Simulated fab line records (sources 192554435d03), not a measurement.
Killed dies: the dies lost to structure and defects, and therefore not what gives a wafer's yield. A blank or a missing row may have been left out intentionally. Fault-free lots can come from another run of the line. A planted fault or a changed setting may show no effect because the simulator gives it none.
fab line records -- flow n5Finfet
[record] lots = 10, wafers = 30, lastDay = 17
route steps=1938 shown BEOL_M2@843 MIM_BOT_ETCH@1866 PASS1_CAP@1873 PASSIVATION@1936
lots with no fault: from the same line, run without faults
startH: start of the lot's first displayed wafer, in hours after the record's first day -- waitH: hours since the lot's step before -- " the same as in the row above -- L1.1+2: one row covering several wafers at once -- - value missing, or start not given -- * or withheld: withheld -- < > ~ a bound
route shown NAME@n: names a module that has steps shown in the file, with the first one's number in the route -- usual: mean and standard deviation over wafers with no fault -- same: alike in all rows -- chamber/n: place in a boat -- sites: the reading at each site -- _std_site: standard deviation across them -- _edge_site: outer sites' mean less inner sites' -- radiusMm: how far each site lies from the wafer's centre -- mask NAME#n: copy n -- behind: tool/chamber where the wafer was last shaped -- hold: the reason the lot was held/the length of the hold in hours/how it ended -- device: the transistor (n, p or np) that didn't switch -- end of line: the tests these same wafers got at the end of their route -- a step with no rows: only its recipe -- killed: the dies lost at the first sort to structure and to defects; this is not the yield of the wafer -- map: dies across one wafer; x = killed, . = not, _ = none there
set.NAME: the setting the step ran with; set.NAME@STEP: the setting that earlier step ran with -- model.NAME: the simulator's own value behind a step, which no gauge read
steps of the route over a sample of lots; a table a step, a row a wafer
services: when a tool's chamber went out of use (startH, in hours from the record's first day, below 0 if earlier), for how many hours, and the reason
[[steps]]
[step N5_BEOL_M2_PECVD_72]
[recipe] material = SiO2, targetThkA = 160, tempC = 400, precursor = TEOS/O2, pressureTorr = 5.5, rfW = 450, teosFlowSccm = 53.8, gas = O2, flowSccm = 3000, timeS = 18
[usual] heaterPowerW = 783/120, showerheadPlenumPTorr = 8.78/0.075, throttleValvePct = 22.7/1.7
lot.wafer,tool,chamber,startH,waitH,heaterPowerW,showerheadPlenumPTorr,throttleValvePct
L313.1,pecvd-04,0,148.56,0.0,830,8.86,22.1
L313.2,pecvd-04,1,148.56,0.0,710,8.73,22.3
L313.6,pecvd-04,1,148.56,0.0,703,8.76,22.6
L314.4,pecvd-04,0,149.60,0.1,791,8.89,22.0
L314.5,pecvd-04,1,149.60,0.1,738,8.76,22.5
L314.6,pecvd-04,2,149.60,0.1,625,8.70,20.8
L316.3,pecvd-04,1,162.88,0.0,819,8.75,22.5
L316.4,pecvd-04,2,162.88,0.0,625,8.70,20.7
L316.6,pecvd-04,0,162.88,0.0,800,8.84,21.8
L318.2,pecvd-03,1,179.40,0.0,814,8.64,23.3
L318.5,pecvd-03,2,179.40,0.0,681,8.85,21.2
L318.6,pecvd-03,1,179.40,0.0,801,8.65,23.7
L322.2,pecvd-03,1,205.01,0.0,886,8.65,23.4
L322.3,pecvd-03,0,205.01,0.0,888,8.86,24.0
L322.5,pecvd-03,2,205.01,0.0,654,8.81,21.5
L323.2,pecvd-03,1,208.98,0.0,860,8.64,23.6
L323.3,pecvd-03,0,208.98,0.0,803,8.87,24.2
L323.4,pecvd-03,1,208.98,0.0,852,8.64,23.7
L326.1,pecvd-03,0,220.70,0.0,802,8.85,24.0
L326.5,pecvd-03,1,220.70,0.0,845,8.65,23.3
L326.6,pecvd-03,0,220.70,0.0,784,8.88,24.0
L330.1,pecvd-01,1,243.70,0.0,824,8.83,21.9
L330.4,pecvd-01,2,243.70,0.0,709,8.80,22.3
L330.6,pecvd-01,0,243.70,0.0,1060,8.76,27.2
L329.1,pecvd-03,2,246.98,0.0,683,8.82,21.5
L329.2,pecvd-03,0,246.98,0.0,844,8.86,23.9
L329.3,pecvd-03,1,246.98,0.0,827,8.62,23.3
L332.1,pecvd-03,1,251.59,0.0,914,8.65,23.7
L332.5,pecvd-03,2,251.59,0.0,675,8.82,21.4
L332.6,pecvd-03,1,251.59,0.0,741,8.63,23.5
[step N5_MIM_BOT_ETCH_ETCH_04]
[recipe] chemistry = CF4/O2, target = SiNx, targetDepthA = 260, timeS = 13, ionEnergyEv = 100, pressureMtorr = 40, sourceW = 535, biasW = 49, Ar_flow_sccm = 100, cf4FlowSccm = 100, O2_flow_sccm = 10
[usual] chamberPressureMTorr = 40.00/0.036, drypumpMotorCurrentA = 5.7/0.43, mfcArSccm = 99.9/0.33, oesProductAu = 0.82/0.083, rfVppV = 242/3.6, showerheadPlenumPTorr = 2.21/0.083, throttleValvePct = 15.96/0.23
lot.wafer,tool,chamber,startH,waitH,chamberPressureMTorr,drypumpMotorCurrentA,mfcArSccm,oesProductAu,rfHoursCounterH,rfVppV,showerheadPlenumPTorr,throttleValvePct
L313.1,rieDiel-06,1,289.46,0.0,39.99,5.5,100.2,0.84,51,235,2.13,15.55
L313.2,rieDiel-06,3,289.46,0.0,40.02,5.6,100.1,0.84,62,238,2.15,16.20
L313.6,rieDiel-06,3,289.46,0.0,39.96,5.5,100.5,0.83,-,240,2.15,16.20
L314.4,rieDiel-06,1,306.50,0.0,39.99,5.5,99.7,0.84,56,236,2.13,15.56
L314.5,rieDiel-06,1,306.50,0.0,40.04,5.5,99.9,0.85,-,237,2.13,15.55
L314.6,rieDiel-06,0,306.50,0.0,40.07,6.5,100.2,0.72,-,246,2.12,16.10
L316.3,rieDiel-03,2,313.04,0.0,39.93,5.7,99.6,0.84,59,244,2.33,16.06
L316.4,rieDiel-03,0,313.04,0.0,40.02,5.3,100.2,0.69,229,242,2.10,16.16
L316.6,rieDiel-03,0,313.04,0.0,40.03,5.3,100.2,0.69,-,242,2.10,16.16
L318.2,rieDiel-01,1,319.00,0.0,40.00,5.3,99.9,0.96,10,243,2.35,16.14
L318.5,rieDiel-01,0,319.00,0.0,40.10,5.5,100.5,0.69,-,244,2.27,16.16
L318.6,rieDiel-01,1,319.00,0.0,40.01,5.3,100.1,0.95,-,243,2.35,16.12
L322.2,rieDiel-06,3,347.27,0.0,39.99,5.5,99.5,0.81,82,240,2.14,16.22
L322.3,rieDiel-06,1,347.27,0.0,39.98,5.5,99.9,0.83,71,236,2.13,15.59
L322.5,rieDiel-06,2,347.27,0.0,39.99,5.3,100.5,0.86,-,246,2.23,15.76
L326.1,rieDiel-03,3,352.00,0.0,40.00,6.6,100.1,0.76,138,244,2.28,15.86
L326.5,rieDiel-03,3,352.00,0.0,39.99,6.6,99.4,0.76,-,247,2.28,15.87
L326.6,rieDiel-03,2,352.00,0.0,40.02,5.7,100.2,0.83,-,244,2.33,16.10
L323.2,rieDiel-01,2,356.81,0.0,40.03,5.8,99.4,0.90,14,235,2.17,15.77
L323.3,rieDiel-01,3,356.81,0.0,40.03,5.5,99.4,0.97,0,241,2.15,15.56
L323.4,rieDiel-01,0,356.81,0.0,40.04,5.5,99.7,0.67,245,243,2.26,16.17
L330.1,rieDiel-06,1,376.89,0.0,40.06,5.5,99.3,0.81,82,237,2.12,15.62
L330.4,rieDiel-06,3,376.89,0.0,39.99,5.5,99.8,0.79,92,240,2.14,16.24
L330.6,rieDiel-06,1,376.89,0.0,40.02,5.5,99.6,0.81,-,235,2.12,15.59
L329.1,rieDiel-03,1,384.31,0.0,39.96,5.7,99.9,0.89,56,240,2.25,16.06
L329.2,rieDiel-03,2,384.31,0.0,39.98,5.7,100.1,0.81,87,244,2.32,16.11
L329.3,rieDiel-03,3,384.31,0.0,40.01,6.6,100.0,0.74,150,246,2.28,15.89
L332.1,rieDiel-06,2,395.96,0.0,39.98,5.3,99.6,0.83,68,246,2.22,15.81
L332.5,rieDiel-06,0,395.96,0.0,39.99,6.5,99.6,0.70,-,246,2.11,16.19
L332.6,rieDiel-06,1,395.96,0.0,40.03,5.5,99.3,0.81,-,236,2.12,15.63
[step N5_PASSIVATION_PECVD_55]
[recipe] material = SiO2, targetThkA = 4000, tempC = 400, precursor = SiH4/N2O, pressureTorr = 2.7, rfW = 608, timeS = 22.5
[usual] heaterPowerW = 744/130, showerheadPlenumPTorr = 8.16/0.12, throttleValvePct = 53/3.9
lot.wafer,tool,chamber,startH,waitH,heaterPowerW,showerheadPlenumPTorr,throttleValvePct
L313.1,pecvd-01,2,290.51,0.0,595,8.14,51
L313.2,pecvd-01,1,290.51,0.0,647,8.26,50
L313.6,pecvd-01,2,290.51,0.0,623,8.14,51
L314.4,pecvd-03,0,307.38,0.0,863,8.28,55
L314.5,pecvd-03,2,307.38,0.0,524,8.24,50
L314.6,pecvd-03,1,307.38,0.0,891,7.94,54
L316.3,pecvd-03,1,313.95,0.0,843,7.96,54
L316.4,pecvd-03,0,313.95,0.0,826,8.29,55
L316.6,pecvd-03,1,313.95,0.0,853,7.93,54
L318.2,pecvd-01,1,319.88,0.0,677,8.25,50
L318.5,pecvd-01,2,319.88,0.0,672,8.15,51
L318.6,pecvd-01,0,319.88,0.0,1043,8.16,63
L322.2,pecvd-04,0,348.09,0.0,647,8.30,51
L322.3,pecvd-04,2,348.09,0.0,586,8.04,48
L322.5,pecvd-04,1,348.09,0.0,718,8.13,52
L326.1,pecvd-04,1,352.83,0.0,770,8.12,52
L326.5,pecvd-04,1,352.83,0.0,632,8.11,52
L326.6,pecvd-04,0,352.83,0.0,679,8.31,52
L323.2,pecvd-01,0,357.63,0.0,1054,8.16,63
L323.3,pecvd-01,2,357.63,0.0,600,8.16,51
L323.4,pecvd-01,2,357.63,0.0,601,8.14,52
L330.1,pecvd-01,1,377.79,0.0,786,8.27,50
L330.4,pecvd-01,2,377.79,0.0,574,8.15,51
L330.6,pecvd-01,1,377.79,0.0,608,8.25,50
L329.1,pecvd-01,0,385.14,0.0,1051,8.16,63
L329.2,pecvd-01,2,385.14,0.0,601,8.16,52
L329.3,pecvd-01,0,385.14,0.0,1044,8.16,63
L332.1,pecvd-04,0,396.79,0.0,789,8.30,51
L332.5,pecvd-04,2,396.79,0.0,684,8.03,48
L332.6,pecvd-04,1,396.79,0.0,756,8.11,52
[step N5_PASSIVATION_PECVD_01]
[recipe] material = SiNx, targetThkA = 2000, tempC = 400, precursor = SiH4/NH3/N2, pressureTorr = 4.9, rfW = 1406, timeS = 43.2
[usual] heaterPowerW = 467/120, showerheadPlenumPTorr = 8.67/0.083, throttleValvePct = 29.9/2.2
lot.wafer,tool,chamber,startH,waitH,heaterPowerW,showerheadPlenumPTorr,throttleValvePct
L313.1,pecvd-01,2,290.55,0.0,388,8.68,29.0
L313.2,pecvd-01,1,290.55,0.0,475,8.72,28.4
L313.6,pecvd-01,2,290.55,0.0,385,8.65,29.0
L314.4,pecvd-03,0,307.43,0.0,564,8.77,30.9
L314.5,pecvd-03,2,307.43,0.0,290,8.74,28.2
L314.6,pecvd-03,1,307.43,0.0,400,8.54,30.5
L316.3,pecvd-03,1,313.98,0.0,566,8.52,30.5
L316.4,pecvd-03,0,313.98,0.0,556,8.74,31.3
L316.6,pecvd-03,1,313.98,0.0,575,8.52,30.4
L318.2,pecvd-01,1,319.92,0.0,437,8.74,28.5
L318.5,pecvd-01,2,319.92,0.0,378,8.67,29.1
L318.6,pecvd-01,0,319.92,0.0,711,8.66,35.3
L322.2,pecvd-04,0,348.12,0.0,446,8.77,29.2
L322.3,pecvd-04,2,348.12,0.0,345,8.61,27.2
L322.5,pecvd-04,1,348.12,0.0,482,8.64,29.3
L326.1,pecvd-04,1,352.88,0.0,445,8.63,29.3
L326.5,pecvd-04,1,352.88,0.0,450,8.65,29.1
L326.6,pecvd-04,0,352.88,0.0,475,8.75,29.1
L323.2,pecvd-01,0,357.66,0.0,689,8.64,35.4
L323.3,pecvd-01,2,357.66,0.0,310,8.66,29.2
L323.4,pecvd-01,2,357.66,0.0,335,8.65,29.2
L330.1,pecvd-01,1,377.82,0.0,434,8.74,28.4
L330.4,pecvd-01,2,377.82,0.0,331,8.67,29.0
L330.6,pecvd-01,1,377.82,0.0,452,8.72,28.4
L329.1,pecvd-01,0,385.19,0.0,575,8.65,35.4
L329.2,pecvd-01,2,385.19,0.0,322,8.65,29.2
L329.3,pecvd-01,0,385.19,0.0,605,8.68,35.3
L332.1,pecvd-04,0,396.82,0.0,433,8.75,29.2
L332.5,pecvd-04,2,396.82,0.0,331,8.59,27.4
L332.6,pecvd-04,1,396.82,0.0,449,8.64,29.5
[step N5_PASSIVATION_PROBE_49]
[usual] defectLimitedYield = 91.1/1.5, killed_at_M0_to_M3 = 33/9.9, killed_at_M4_up = 14/5.2, killedAtContacts = 12/6.7, killedAtFrontEnd = 43/13, killedAtOther = 3.4/2.7, killedDies = 105/17, killedOpen = 69/13, killedShort = 33/7.5, sort_bin_5_function = 5.2/0.91, sort_bin_6_memory = 3.3/0.71, sort_bin_8_speed = 0.00/0.032, sortNPass = 1075/17, sortYieldPct = 91.1/1.5
[same] grossDies = 1180, killedAtBackSide = 0, sort_bin_4_leakage[%] = 0
lot.wafer,tool,chamber,startH,waitH,defectLimitedYield[%],killed_at_M0_to_M3,killed_at_M4_up,killedAtContacts,killedAtFrontEnd,killedAtOther,killedDies,killedOpen,killedShort,sort_bin_5_function[%],sort_bin_6_memory[%],sort_bin_8_speed[%],sortNPass,sortYieldPct[%]
L318.2,prober-01,-,328.84,0.1,92.9,21,6,12,44,1,84,58,23,4.3,2.5,0,1096,92.9
L318.5,prober-01,-,328.99,0.2,90.8,30,14,18,47,0,109,70,38,5.2,3.4,0,1071,90.8
L318.6,prober-01,-,329.04,0.3,91.0,26,7,15,56,2,106,51,54,4.8,3.7,0,1074,91.0
L323.2,prober-01,-,365.10,0.1,90.3,38,29,8,35,4,114,79,32,5.2,4.0,0,1066,90.3
L323.3,prober-01,-,365.15,0.2,91.7,34,19,3,41,1,98,69,28,4.9,3.2,0,1082,91.7
L323.4,prober-01,-,365.20,0.2,93.6,30,8,4,30,3,75,51,24,4.4,1.9,0,1105,93.6
L332.1,prober-02,-,406.77,0.0,91.2,38,20,8,36,2,104,65,38,5.3,3.2,0,1076,91.2
L332.5,prober-02,-,406.97,0.2,81.9,139,18,11,44,2,214,65,33,10.6,5.4,0,966,81.9
L332.6,prober-02,-,407.02,0.3,91.6,26,19,17,36,1,99,60,39,5.3,2.8,0,1081,91.6
// killed by level:class
L318.2 STI_FIN_REVEAL:geometricParticle:open=12 MOL_CONTACT_COAG:geometricParticle:open=9 FIN_SAQP:geometricParticle:open=8 FIN_SAQP:geometricParticle:short=8 BEOL_M3:geometricParticle:open=8 STARTING-WAFER:geometricParticle:open=4 DUMMY_GATE:geometricParticle:open=4 MOL_CONTACT_COAG:geometricParticle:short=3
L318.5 MOL_CONTACT_COAG:geometricParticle:open=14 BEOL_M3:geometricParticle:open=11 STI_FIN_REVEAL:geometricParticle:open=10 FIN_SAQP:geometricParticle:open=8 FIN_SAQP:geometricParticle:short=8 BEOL_M4:geometricParticle:open=8 BEOL_M3:geometricParticle:short=5 GATE_CUT:geometricParticle:open=4
L318.6 FIN_SAQP:geometricParticle:short=16 BEOL_M0_SAQP:geometricParticle:short=16 STI_FIN_REVEAL:geometricParticle:open=11 MOL_CONTACT_COAG:geometricParticle:open=11 FIN_SAQP:geometricParticle:open=6 DUMMY_GATE:geometricParticle:open=5 ILD0:geometricParticle:short=4 GATE_CUT:geometricParticle:short=4
L323.2 BEOL_M4:geometricParticle:open=17 BEOL_M2:geometricParticle:open=9 GATE_CUT:geometricParticle:open=8 BEOL_M0_SAQP:geometricParticle:open=8 STI_FIN_REVEAL:geometricParticle:open=7 BEOL_M0_SAQP:geometricParticle:short=7 MOL_CONTACT_COAG:geometricParticle:open=5 BEOL_M2:geometricParticle:short=5
L323.3 BEOL_M4:geometricParticle:open=13 FIN_SAQP:geometricParticle:open=12 BEOL_M0_SAQP:geometricParticle:short=12 STI_FIN_REVEAL:geometricParticle:open=9 DUMMY_GATE:geometricParticle:open=7 BEOL_M0_SAQP:geometricParticle:open=7 BEOL_M2:geometricParticle:open=6 FIN_SAQP:geometricParticle:short=4
L323.4 BEOL_M2:geometricParticle:open=13 FIN_SAQP:geometricParticle:open=7 BEOL_M3:geometricParticle:open=7 FIN_SAQP:geometricParticle:short=5 GATE_CUT:geometricParticle:open=4 MOL_CONTACT_COAG:geometricParticle:open=4 STARTING-WAFER:geometricParticle:short=4 BEOL_M0_SAQP:geometricParticle:short=3
L332.1 BEOL_M1:geometricParticle:open=10 FIN_SAQP:geometricParticle:short=9 BEOL_M3:geometricParticle:open=9 FIN_SAQP:geometricParticle:open=8 MOL_CONTACT_COAG:geometricParticle:open=7 BEOL_M0_SAQP:geometricParticle:open=7 BEOL_M4:geometricParticle:open=7 BEOL_M5:geometricParticle:short=5
L332.5 BEOL_M2:unspecified=114 FIN_SAQP:geometricParticle:short=12 FIN_SAQP:geometricParticle:open=10 MOL_CONTACT_COAG:geometricParticle:open=10 BEOL_M3:geometricParticle:open=8 DUMMY_GATE:geometricParticle:open=7 STI_FIN_REVEAL:geometricParticle:open=6 BEOL_M4:geometricParticle:open=6
L332.6 MOL_CONTACT_COAG:geometricParticle:open=12 FIN_SAQP:geometricParticle:short=10 BEOL_M4:geometricParticle:open=10 BEOL_M1:geometricParticle:open=9 BEOL_M3:geometricParticle:open=6 FIN_SAQP:geometricParticle:open=5 STI_FIN_REVEAL:geometricParticle:open=5 MOL_CONTACT_COAG:geometricParticle:short=5
[[services]]
tool,chamber,startH,hours,kind
rieDiel-06,-,127.09,0.4,repair
pecvd-03,1,132.31,3.7,repair
pecvd-01,-,145.35,0.5,repair
pecvd-03,2,154.16,5.0,repair
pecvd-01,-,157.26,0.6,repair
rieDiel-03,2,177.94,5.5,repair
pecvd-01,2,192.46,2.1,scheduledDown
rieDiel-06,0,200.50,16.6,repair
rieDiel-03,-,205.84,0.2,repair
rieDiel-03,2,220.89,7.3,repair
rieDiel-06,2,254.76,7.2,repair
pecvd-01,-,256.66,1.3,repair
pecvd-01,0,281.86,2.1,scheduledDown
pecvd-01,2,293.32,26.4,repair
pecvd-01,1,312.02,5.0,scheduledDown
rieDiel-03,1,331.23,10.9,repair
pecvd-01,-,340.65,9.4,repair
rieDiel-01,0,343.61,9.4,repair
rieDiel-01,1,360.24,5.1,repair
rieDiel-06,-,364.60,2.4,repair
pecvd-01,1,383.62,-,clean
pecvd-01,1,383.62,-,consumableReplace:showerhead
pecvd-01,1,383.62,29.0,scheduledDown
pecvd-01,1,383.62,29.0,ventCycle
[[key]]
[firstSign] step = N5_PASSIVATION_PROBE_49, reading = killed_at_M0_to_M3, direction = up, sigmas = 11, usual = 33, struck = 139
[effect] step = N5_PASSIVATION_PROBE_49, reading = defectLimitedYield, direction = down, sigmas = 6.3, usual = 91.1, struck = 81.9
[moreKillsBornAt] N5_BEOL_M2_PECVD_72@pecvd-03 = 114
metAt N5_BEOL_M2_PECVD_72
struckLots L332
struckWafers L332.5
notActingAt N5_MIM_BOT_ETCH_ETCH_04,N5_PASSIVATION_PECVD_55,N5_PASSIVATION_PECVD_01
onsetBetween 246.98 251.59
[fault] kind = chamberParticleSource, tool = pecvd-03, chamber = 2, onsetH = 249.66, steps = N5_BEOL_M2_PECVD_72, ratePerVisitCm2 = 0.48186, endH = 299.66
